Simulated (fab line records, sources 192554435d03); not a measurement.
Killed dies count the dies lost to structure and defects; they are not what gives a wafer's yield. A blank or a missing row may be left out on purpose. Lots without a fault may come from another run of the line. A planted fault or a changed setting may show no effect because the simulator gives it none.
Which of the tools did it? / flow n5-finfet / 72 wafers from 24 lots sampled at 5 of the route's 1938 steps

== WHAT EACH GAUGE READ, for each wafer ==
N5_BEOL_M10_THK_MEAS_53: measures by xrf. Usual: M10_THK typically reads 142 nm, with standard deviation 3.4.
lot=L074; measured=day 9 22:42; on=film-metro-02; M10_THK (nm)=138 138 138; flag=
lot=L076; measured=day 10 06:26; on=film-metro-01; M10_THK (nm)=145 139 143; flag=
lot=L075; measured=day 10 08:24; on=film-metro-01; M10_THK (nm)=141 142 145; flag=
lot=L077; measured=day 10 14:40; on=film-metro-01; M10_THK (nm)=139 141 140; flag=
lot=L078; measured=day 11 03:08; on=film-metro-02; M10_THK (nm)=142 141 141; flag=
lot=L080; measured=day 11 14:36; on=film-metro-02; M10_THK (nm)=142 141 136; flag=
lot=L079; measured=day 11 15:08; on=film-metro-02; M10_THK (nm)=138 146 138; flag=
lot=L081; measured=day 12 03:08; on=film-metro-02; M10_THK (nm)=134 140 140; flag=
lot=L082; measured=day 12 11:27; on=film-metro-02; M10_THK (nm)=143 140 145; flag=
lot=L083; measured=day 12 11:43; on=film-metro-02; M10_THK (nm)=146 146 138; flag=
lot=L084; measured=day 12 12:50; on=film-metro-02; M10_THK (nm)=140 143 143; flag=
lot=L085; measured=day 13 09:38; on=film-metro-01; M10_THK (nm)=145 144 145; flag=
lot=L087; measured=day 13 13:29; on=film-metro-02; M10_THK (nm)=143 144 144; flag=
lot=L086; measured=day 13 16:41; on=film-metro-02; M10_THK (nm)=139 144 144; flag=
lot=L089; measured=day 13 17:08; on=film-metro-01; M10_THK (nm)=142 146 145; flag=
lot=L088; measured=day 14 17:14; on=film-metro-01; M10_THK (nm)=139 139 142; flag=
lot=L090; measured=day 14 19:15; on=film-metro-02; M10_THK (nm)=148 148 147; flag=
lot=L092; measured=day 14 23:43; on=film-metro-02; M10_THK (nm)=145 147 145; flag=
lot=L091; measured=day 15 00:06; on=film-metro-02; M10_THK (nm)=146 142 138; flag=
lot=L093; measured=day 15 19:22; on=film-metro-01; M10_THK (nm)=140 144 143; flag=
lot=L094; measured=day 15 23:26; on=film-metro-01; M10_THK (nm)=145 146 145; flag=
lot=L097; measured=day 16 01:00; on=film-metro-02; M10_THK (nm)=144 145 147; flag=
lot=L096; measured=day 16 05:13; on=film-metro-02; M10_THK (nm)=146 145 145; flag=
lot=L095; measured=day 16 05:32; on=film-metro-02; M10_THK (nm)=141 145 149; flag=

N5_BEOL_M10_INSPECT_58: inspects for defects (darkfield). Usual: 67 for raw-defect-count, sd 23.
lot=L074; measured=day 9 22:52; on=defect-inspect-02; raw-defect-count=44 76 82; flag=
lot=L076; measured=day 10 06:36; on=defect-inspect-02; raw-defect-count=66 102 63; flag=
lot=L075; measured=day 10 08:35; on=defect-inspect-02; raw-defect-count=31 45 52; flag=
lot=L077; measured=day 10 14:52; on=defect-inspect-01; raw-defect-count=95 99 70; flag=
lot=L078; measured=day 11 03:17; on=defect-inspect-02; raw-defect-count=61 61 64; flag=
lot=L080; measured=day 11 14:46; on=defect-inspect-02; raw-defect-count=100 106 109; flag=
lot=L079; measured=day 11 15:18; on=defect-inspect-02; raw-defect-count=51 73 71; flag=
lot=L081; measured=day 12 03:19; on=defect-inspect-02; raw-defect-count=47 69 64; flag=
lot=L082; measured=day 12 11:37; on=defect-inspect-02; raw-defect-count=57 54 42; flag=
lot=L083; measured=day 12 11:52; on=defect-inspect-02; raw-defect-count=76 61 58; flag=
lot=L084; measured=day 12 13:02; on=defect-inspect-02; raw-defect-count=56 74 77; flag=
lot=L085; measured=day 13 09:47; on=defect-inspect-01; raw-defect-count=67 68 70; flag=
lot=L087; measured=day 13 13:39; on=defect-inspect-02; raw-defect-count=99 48 56; flag=
lot=L086; measured=day 13 16:51; on=defect-inspect-01; raw-defect-count=59 121 71; flag=
lot=L089; measured=day 13 17:18; on=defect-inspect-02; raw-defect-count=77 84 59; flag=
lot=L088; measured=day 14 17:23; on=defect-inspect-01; raw-defect-count=36 51 71; flag=
lot=L090; measured=day 14 19:25; on=defect-inspect-02; raw-defect-count=67 61 52; flag=
lot=L092; measured=day 14 23:55; on=defect-inspect-02; raw-defect-count=58 59 47; flag=
lot=L091; measured=day 15 00:16; on=defect-inspect-02; raw-defect-count=65 67 44; flag=
lot=L093; measured=day 15 19:32; on=defect-inspect-02; raw-defect-count=85 68 72; flag=
lot=L094; measured=day 15 23:35; on=defect-inspect-01; raw-defect-count=80 77 65; flag=
lot=L097; measured=day 16 01:10; on=defect-inspect-02; raw-defect-count=25 51 39; flag=
lot=L096; measured=day 16 05:23; on=defect-inspect-01; raw-defect-count=50 97 85; flag=
lot=L095; measured=day 16 05:42; on=defect-inspect-01; raw-defect-count=61 78 95; flag=

N5_BEOL_M11_CD_MEAS_11: the cd target is 64.1 nm. Usual: 64.4 nm for cd-nm, sd 0.58.
lot=L074; measured=day 10 01:38; on=cd-sem-03; cd-nm (nm)=64.3 65.0 65.5; flag=
lot=L076; measured=day 10 08:08; on=cd-sem-03; cd-nm (nm)=64.5 64.2 64.4; flag=
lot=L075; measured=day 10 13:05; on=cd-sem-01; cd-nm (nm)=64.5 64.6 65.0; flag=
lot=L077; measured=day 10 16:26; on=cd-sem-01; cd-nm (nm)=63.1 62.9 63.5; flag=
lot=L078; measured=day 11 07:03; on=cd-sem-03; cd-nm (nm)=64.8 64.3 64.3; flag=
lot=L080; measured=day 11 21:01; on=cd-sem-01; cd-nm (nm)=64.4 64.7 64.9; flag=
lot=L079; measured=day 11 21:10; on=cd-sem-01; cd-nm (nm)=63.3 64.0 63.2; flag=
lot=L081; measured=day 12 05:55; on=cd-sem-02; cd-nm (nm)=64.6 64.4 65.3; flag=
lot=L082; measured=day 12 14:45; on=cd-sem-01; cd-nm (nm)=64.6 64.6 64.0; flag=
lot=L083; measured=day 12 14:32; on=cd-sem-03; cd-nm (nm)=63.8 63.6 64.4; flag=
lot=L084; measured=day 12 14:59; on=cd-sem-02; cd-nm (nm)=64.5 64.3 64.6; flag=
lot=L085; measured=day 13 11:29; on=cd-sem-03; cd-nm (nm)=64.4 64.7 64.2; flag=
lot=L087; measured=day 13 15:24; on=cd-sem-01; cd-nm (nm)=64.7 64.8 64.7; flag=
lot=L086; measured=day 13 19:23; on=cd-sem-02; cd-nm (nm)=64.9 65.1 65.1; flag=
lot=L089; measured=day 13 19:43; on=cd-sem-02; cd-nm (nm)=63.9 63.8 63.7; flag=
lot=L088; measured=day 14 18:49; on=cd-sem-01; cd-nm (nm)=64.3 65.0 64.3; flag=
lot=L090; measured=day 14 21:42; on=cd-sem-02; cd-nm (nm)=64.3 63.9 64.7; flag=
lot=L092; measured=day 15 01:31; on=cd-sem-03; cd-nm (nm)=63.7 64.9 64.4; flag=
lot=L091; measured=day 15 01:44; on=cd-sem-03; cd-nm (nm)=65.3 63.8 64.5; flag=
lot=L093; measured=day 15 21:27; on=cd-sem-01; cd-nm (nm)=64.6 64.4 63.8; flag=
lot=L094; measured=day 16 02:43; on=cd-sem-01; cd-nm (nm)=63.7 63.7 63.6; flag=
lot=L097; measured=day 16 03:20; on=cd-sem-02; cd-nm (nm)=64.8 64.7 65.0; flag=
lot=L096; measured=day 16 08:40; on=cd-sem-02; cd-nm (nm)=64.7 64.7 64.6; flag=
lot=L095; measured=day 16 09:04; on=cd-sem-02; cd-nm (nm)=63.5 63.5 63.2; flag=

== TOOL THAT RAN EACH LOT (tool first, then ch and the chambers of the sampled wafers, then the start) ==
lot=L074; N5_BEOL_M10_DEP_56=pecvd-02 ch 0,1,2, day 9 22:46; N5_BEOL_M11_ILD_DEP_00=pecvd-04 ch 0,1, day 9 22:54
lot=L076; N5_BEOL_M10_DEP_56=pecvd-02 ch 0,1, day 10 06:30; N5_BEOL_M11_ILD_DEP_00=pecvd-04 ch 0,1,2, day 10 06:38
lot=L075; N5_BEOL_M10_DEP_56=pecvd-03 ch 0,1, day 10 08:29; N5_BEOL_M11_ILD_DEP_00=pecvd-02 ch 0,1,2, day 10 08:38
lot=L077; N5_BEOL_M10_DEP_56=pecvd-03 ch 0, day 10 14:44; N5_BEOL_M11_ILD_DEP_00=pecvd-02 ch 0,2, day 10 14:54
lot=L078; N5_BEOL_M10_DEP_56=pecvd-01 ch 0,2, day 11 03:11; N5_BEOL_M11_ILD_DEP_00=pecvd-02 ch 0,2, day 11 03:19
lot=L080; N5_BEOL_M10_DEP_56=pecvd-02 ch 0,1,2, day 11 14:41; N5_BEOL_M11_ILD_DEP_00=pecvd-04 ch 0,1,2, day 11 14:49
lot=L079; N5_BEOL_M10_DEP_56=pecvd-02 ch 0,1,2, day 11 15:12; N5_BEOL_M11_ILD_DEP_00=pecvd-04 ch 1,2, day 11 15:20
lot=L081; N5_BEOL_M10_DEP_56=pecvd-03 ch 0,1,2, day 12 03:12; N5_BEOL_M11_ILD_DEP_00=pecvd-02 ch 0,1,2, day 12 03:20
lot=L082; N5_BEOL_M10_DEP_56=pecvd-02 ch 0,1, day 12 11:31; N5_BEOL_M11_ILD_DEP_00=pecvd-02 ch 0,1, day 12 11:39
lot=L083; N5_BEOL_M10_DEP_56=pecvd-01 ch 0,1, day 12 11:46; N5_BEOL_M11_ILD_DEP_00=pecvd-01 ch 0,1,2, day 12 11:55
lot=L084; N5_BEOL_M10_DEP_56=pecvd-03 ch 0,1, day 12 12:55; N5_BEOL_M11_ILD_DEP_00=pecvd-04 ch 0,1,2, day 12 13:04
lot=L085; N5_BEOL_M10_DEP_56=pecvd-02 ch 0,1, day 13 09:42; N5_BEOL_M11_ILD_DEP_00=pecvd-02 ch 0,2, day 13 09:50
lot=L087; N5_BEOL_M10_DEP_56=pecvd-01 ch 0,2, day 13 13:33; N5_BEOL_M11_ILD_DEP_00=pecvd-02 ch 0,1, day 13 13:41
lot=L086; N5_BEOL_M10_DEP_56=pecvd-02 ch 0,1,2, day 13 16:45; N5_BEOL_M11_ILD_DEP_00=pecvd-04 ch 1,2, day 13 16:53
lot=L089; N5_BEOL_M10_DEP_56=pecvd-02 ch 0,2, day 13 17:12; N5_BEOL_M11_ILD_DEP_00=pecvd-02 ch 0,1, day 13 17:20
lot=L088; N5_BEOL_M10_DEP_56=pecvd-03 ch 0,1, day 14 17:17; N5_BEOL_M11_ILD_DEP_00=pecvd-04 ch 0,2, day 14 17:26
lot=L090; N5_BEOL_M10_DEP_56=pecvd-02 ch 0,1, day 14 19:19; N5_BEOL_M11_ILD_DEP_00=pecvd-02 ch 0,2, day 14 19:26
lot=L092; N5_BEOL_M10_DEP_56=pecvd-01 ch 1,2, day 14 23:47; N5_BEOL_M11_ILD_DEP_00=pecvd-04 ch 1,2, day 14 23:57
lot=L091; N5_BEOL_M10_DEP_56=pecvd-03 ch 0,1,2, day 15 00:10; N5_BEOL_M11_ILD_DEP_00=pecvd-01 ch 1,2, day 15 00:19
lot=L093; N5_BEOL_M10_DEP_56=pecvd-02 ch 0,2, day 15 19:26; N5_BEOL_M11_ILD_DEP_00=pecvd-04 ch 0,1, day 15 19:34
lot=L094; N5_BEOL_M10_DEP_56=pecvd-02 ch 0,1, day 15 23:29; N5_BEOL_M11_ILD_DEP_00=pecvd-01 ch 0,1, day 15 23:38
lot=L097; N5_BEOL_M10_DEP_56=pecvd-01 ch 0,1,2, day 16 01:04; N5_BEOL_M11_ILD_DEP_00=pecvd-02 ch 0,1,2, day 16 01:12
lot=L096; N5_BEOL_M10_DEP_56=pecvd-01 ch 1,2, day 16 05:17; N5_BEOL_M11_ILD_DEP_00=pecvd-02 ch 0,1,2, day 16 05:25
lot=L095; N5_BEOL_M10_DEP_56=pecvd-02 ch 0,1, day 16 05:36; N5_BEOL_M11_ILD_DEP_00=pecvd-02 ch 0,1,2, day 16 05:44
- N5_BEOL_M10_DEP_56: deposits SiCN from 3MS/NH3, target thk 15 nm, time 26.5 s.
- N5_BEOL_M11_ILD_DEP_00: deposits SiCOH lowk from DEMS/porogen, target thk 308.51 nm, time 58 s.

== WHAT THE TOOLS THEMSELVES READ (means of the sampled wafers that have a number; where no wafer has one, the mark that the record gives instead) ==
N5_BEOL_M10_DEP_56. Usual: showerhead-plenum-p-Torr 3.669 Torr, standard deviation 0.012; throttle-valve-pct 8.9 %, standard deviation 0.51.
lot=L074; tool=pecvd-02; showerhead-plenum-p-Torr (Torr)=3.674; throttle-valve-pct (%)=8.8; flag=
lot=L076; tool=pecvd-02; showerhead-plenum-p-Torr (Torr)=3.675; throttle-valve-pct (%)=9.1; flag=
lot=L075; tool=pecvd-03; showerhead-plenum-p-Torr (Torr)=3.661; throttle-valve-pct (%)=9.2; flag=
lot=L077; tool=pecvd-03; showerhead-plenum-p-Torr (Torr)=3.685; throttle-valve-pct (%)=8.8; flag=
lot=L078; tool=pecvd-01; showerhead-plenum-p-Torr (Torr)=3.668; throttle-valve-pct (%)=9.1; flag=
lot=L080; tool=pecvd-02; showerhead-plenum-p-Torr (Torr)=3.670; throttle-valve-pct (%)=8.8; flag=
lot=L079; tool=pecvd-02; showerhead-plenum-p-Torr (Torr)=3.672; throttle-valve-pct (%)=8.8; flag=
lot=L081; tool=pecvd-03; showerhead-plenum-p-Torr (Torr)=3.668; throttle-valve-pct (%)=8.6; flag=
lot=L082; tool=pecvd-02; showerhead-plenum-p-Torr (Torr)=3.679; throttle-valve-pct (%)=9.1; flag=
lot=L083; tool=pecvd-01; showerhead-plenum-p-Torr (Torr)=3.660; throttle-valve-pct (%)=9.2; flag=
lot=L084; tool=pecvd-03; showerhead-plenum-p-Torr (Torr)=3.665; throttle-valve-pct (%)=9.3; flag=
lot=L085; tool=pecvd-02; showerhead-plenum-p-Torr (Torr)=3.676; throttle-valve-pct (%)=9.0; flag=
lot=L087; tool=pecvd-01; showerhead-plenum-p-Torr (Torr)=3.666; throttle-valve-pct (%)=9.1; flag=
lot=L086; tool=pecvd-02; showerhead-plenum-p-Torr (Torr)=3.675; throttle-valve-pct (%)=8.8; flag=
lot=L089; tool=pecvd-02; showerhead-plenum-p-Torr (Torr)=3.670; throttle-valve-pct (%)=8.4; flag=
lot=L088; tool=pecvd-03; showerhead-plenum-p-Torr (Torr)=3.660; throttle-valve-pct (%)=9.4; flag=
lot=L090; tool=pecvd-02; showerhead-plenum-p-Torr (Torr)=3.677; throttle-valve-pct (%)=9.3; flag=
lot=L092; tool=pecvd-01; showerhead-plenum-p-Torr (Torr)=3.662; throttle-valve-pct (%)=9.1; flag=
lot=L091; tool=pecvd-03; showerhead-plenum-p-Torr (Torr)=3.664; throttle-valve-pct (%)=8.8; flag=
lot=L093; tool=pecvd-02; showerhead-plenum-p-Torr (Torr)=3.673; throttle-valve-pct (%)=8.3; flag=
lot=L094; tool=pecvd-02; showerhead-plenum-p-Torr (Torr)=3.672; throttle-valve-pct (%)=9.2; flag=
lot=L097; tool=pecvd-01; showerhead-plenum-p-Torr (Torr)=3.660; throttle-valve-pct (%)=9.2; flag=
lot=L096; tool=pecvd-01; showerhead-plenum-p-Torr (Torr)=3.663; throttle-valve-pct (%)=9.2; flag=
lot=L095; tool=pecvd-02; showerhead-plenum-p-Torr (Torr)=3.681; throttle-valve-pct (%)=9.0; flag=

N5_BEOL_M11_ILD_DEP_00. Usual: heater-power-w 289 W, standard deviation 86; showerhead-plenum-p-Torr 5.740 Torr, standard deviation 0.021; throttle-valve-pct 13.5 %, standard deviation 0.63.
lot=L074; tool=pecvd-04; heater-power-w (W)=238; showerhead-plenum-p-Torr (Torr)=5.743; throttle-valve-pct (%)=13.3; flag=
lot=L076; tool=pecvd-04; heater-power-w (W)=254; showerhead-plenum-p-Torr (Torr)=5.737; throttle-valve-pct (%)=13.3; flag=
lot=L075; tool=pecvd-02; heater-power-w (W)=293; showerhead-plenum-p-Torr (Torr)=5.747; throttle-valve-pct (%)=13.6; flag=
lot=L077; tool=pecvd-02; heater-power-w (W)=300; showerhead-plenum-p-Torr (Torr)=5.750; throttle-valve-pct (%)=13.4; flag=
lot=L078; tool=pecvd-02; heater-power-w (W)=356; showerhead-plenum-p-Torr (Torr)=5.748; throttle-valve-pct (%)=12.8; flag=
lot=L080; tool=pecvd-04; heater-power-w (W)=235; showerhead-plenum-p-Torr (Torr)=5.737; throttle-valve-pct (%)=13.4; flag=
lot=L079; tool=pecvd-04; heater-power-w (W)=285; showerhead-plenum-p-Torr (Torr)=5.704; throttle-valve-pct (%)=13.5; flag=
lot=L081; tool=pecvd-02; heater-power-w (W)=319; showerhead-plenum-p-Torr (Torr)=5.749; throttle-valve-pct (%)=13.4; flag=
lot=L082; tool=pecvd-02; heater-power-w (W)=253; showerhead-plenum-p-Torr (Torr)=5.760; throttle-valve-pct (%)=14.1; flag=
lot=L083; tool=pecvd-01; heater-power-w (W)=297; showerhead-plenum-p-Torr (Torr)=5.740; throttle-valve-pct (%)=14.0; flag=
lot=L084; tool=pecvd-04; heater-power-w (W)=269; showerhead-plenum-p-Torr (Torr)=5.732; throttle-valve-pct (%)=13.2; flag=
lot=L085; tool=pecvd-02; heater-power-w (W)=292; showerhead-plenum-p-Torr (Torr)=5.754; throttle-valve-pct (%)=13.3; flag=
lot=L087; tool=pecvd-02; heater-power-w (W)=248; showerhead-plenum-p-Torr (Torr)=5.756; throttle-valve-pct (%)=14.0; flag=
lot=L086; tool=pecvd-04; heater-power-w (W)=272; showerhead-plenum-p-Torr (Torr)=5.704; throttle-valve-pct (%)=13.3; flag=
lot=L089; tool=pecvd-02; heater-power-w (W)=262; showerhead-plenum-p-Torr (Torr)=5.758; throttle-valve-pct (%)=14.0; flag=
lot=L088; tool=pecvd-04; heater-power-w (W)=211; showerhead-plenum-p-Torr (Torr)=5.715; throttle-valve-pct (%)=13.3; flag=
lot=L090; tool=pecvd-02; heater-power-w (W)=303; showerhead-plenum-p-Torr (Torr)=5.755; throttle-valve-pct (%)=13.4; flag=
lot=L092; tool=pecvd-04; heater-power-w (W)=322; showerhead-plenum-p-Torr (Torr)=5.724; throttle-valve-pct (%)=13.5; flag=
lot=L091; tool=pecvd-01; heater-power-w (W)=349; showerhead-plenum-p-Torr (Torr)=5.742; throttle-valve-pct (%)=14.3; flag=
lot=L093; tool=pecvd-04; heater-power-w (W)=226; showerhead-plenum-p-Torr (Torr)=5.757; throttle-valve-pct (%)=13.5; flag=
lot=L094; tool=pecvd-01; heater-power-w (W)=391; showerhead-plenum-p-Torr (Torr)=5.736; throttle-valve-pct (%)=14.2; flag=
lot=L097; tool=pecvd-02; heater-power-w (W)=311; showerhead-plenum-p-Torr (Torr)=5.739; throttle-valve-pct (%)=13.5; flag=
lot=L096; tool=pecvd-02; heater-power-w (W)=292; showerhead-plenum-p-Torr (Torr)=5.749; throttle-valve-pct (%)=13.5; flag=
lot=L095; tool=pecvd-02; heater-power-w (W)=302; showerhead-plenum-p-Torr (Torr)=5.742; throttle-valve-pct (%)=13.6; flag=

== THE ANSWER, worked out from the rows above alone ==
Rule: lot off if the mean of its wafers having a number is beyond 3 standard deviations from the usual mean. Also off: a lot with no number at a reading for which 4 or more lots have one. All remaining lots with rows at the step are treated as sound. Order of review: gauges by route order, followed by the tools' own readings, for which a lot's mean as printed above is used. At the first step where some lot is off, the reading lying furthest off is the one used; lots without a number count as furthest.
No lot is off on any of the readings shown, so nothing can be concluded from this.

== WHAT WAS PUT IN BY THE SIMULATOR ==
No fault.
